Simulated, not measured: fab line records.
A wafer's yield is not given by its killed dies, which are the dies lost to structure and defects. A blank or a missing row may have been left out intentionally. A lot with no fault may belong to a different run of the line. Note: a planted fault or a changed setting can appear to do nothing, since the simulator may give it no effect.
Comparing a struck lot with a sound one | flow nand harc | 15 steps out of a route of 1159
Sound: the wafers L446.1, L446.2, L446.5. Struck: wafer L453.1. (L453.4, L453.5 of the same lot were not struck and are left out.) The cause comes at the end.
Order at every step that has rows: each side's tool, ch and its chambers, its first start. Under that, the readings that differ: sound wafers | struck wafers | difference of the means | sigmas: that difference in standard deviations of wafers without a fault.
alike: readings with means less than 2 such deviations apart, plus words and numbers identical on both sides. not compared: withheld readings, readings lacking a value on some wafer, bounds such as >300 that could conceal the same value, and numbers that have no deviation in the record and whose values overlap.
A row with sigmas, a row that says differs or no value, or rows on one side alone: a step with any of these is where the two part. Numbers that have no deviation but don't overlap get no sigmas and don't part them. A reading that every wafer of one side lacks parts them only if that side has two wafers or more.

NHARC_A_BLC_INSPECT_12:
  sound on defect inspect-02, day 17 16:43; struck on defect inspect-02, day 19 16:38
  alike: raw defect count
NHARC_A_BLC_DESCUM_15: chemistry O2, time 3 s.
  sound on rie diel-09 ch 0,3, day 17 16:48; struck on rie diel-09 ch 3, day 19 16:43
  alike: drypump motor current A, oes product au, rf vpp V, showerhead plenum p Torr, throttle valve pct
  not compared: rf hours counter h
then, 1 step without rows for these wafers: NHARC_A_BLC_ETCH_16 (etches the open film in CF4, target depth 39 nm, time 65 s).
NHARC_A_BLC_ETCH_17: etches the open film in N2/H2, target depth 390 nm, time 609.38 s.
  sound on rie diel-09 ch 1,3; struck on rie diel-09 ch 0
  alike: drypump motor current A, oes product au, rf vpp V, showerhead plenum p Torr, throttle valve pct
  not compared: rf hours counter h
NHARC_A_BLC_ETCH_18: etches the open film in C4F8/O2/Ar, target depth 910 nm.
  sound on rie diel-09 ch 0,1; struck on rie diel-09 ch 3
  alike: oes product au, rf vpp V
  not compared: rf hours counter h
NHARC_A_BLC_CD_MEAS_19:
  sound on cd sem-01, day 17 17:56; struck on cd sem-01, day 19 17:51
  alike: cd nm
then, 1 step without rows for these wafers: NHARC_A_BLC_STRIP_29 (strips in CF4).
NHARC_A_BLC_STRIP_21: strips in O2.
  sound on rie diel-09 ch 0,1,3, day 17 18:09; struck on rie diel-09 ch 3, day 19 18:04
  alike: drypump motor current A, oes product au, rf vpp V, showerhead plenum p Torr, throttle valve pct
  not compared: rf hours counter h
then, 4 steps without rows for these wafers: NHARC_A_BLC_STRIP_22 (strips in post etch residue remover, time 600 s); NHARC_A_BLC_DEGAS_30 (time 60 s); NHARC_A_BLC_PRE_CLEAN_31 (time 15 s); NHARC_A_BLC_PVD_32 (deposits Ti, target thk 5 nm, time 17.7 s).
NHARC_A_BLC_ALD_23: deposits TiN, target thk 3 nm, pulse time 1 s, ald cycles 150.
  sound on ald metal-01 ch 1,2,3, day 17 18:51; struck on ald metal-03 ch 1, day 19 18:49
  reading    | sound       | struck | difference | sigmas
  ald cycles | 150 150 150 | 192    | +42        |
  alike: heater power w, precursor pulse height rel
NHARC_A_BLC_CVD_24: deposits W, target thk 150 nm, time 434 s.
  sound on cvd w-02 ch 0,1; struck on cvd w-02 ch 0
  alike: heater power w, throttle valve pct
NHARC_END_SORT_01:
  the record has rows for the sound wafers here (prober-02 ch 0, day 20 18:45) and none for the struck ones

## WHERE THEY PART
Only at NHARC_END_SORT_01, within this record.

WHY: the cause the simulator had injected
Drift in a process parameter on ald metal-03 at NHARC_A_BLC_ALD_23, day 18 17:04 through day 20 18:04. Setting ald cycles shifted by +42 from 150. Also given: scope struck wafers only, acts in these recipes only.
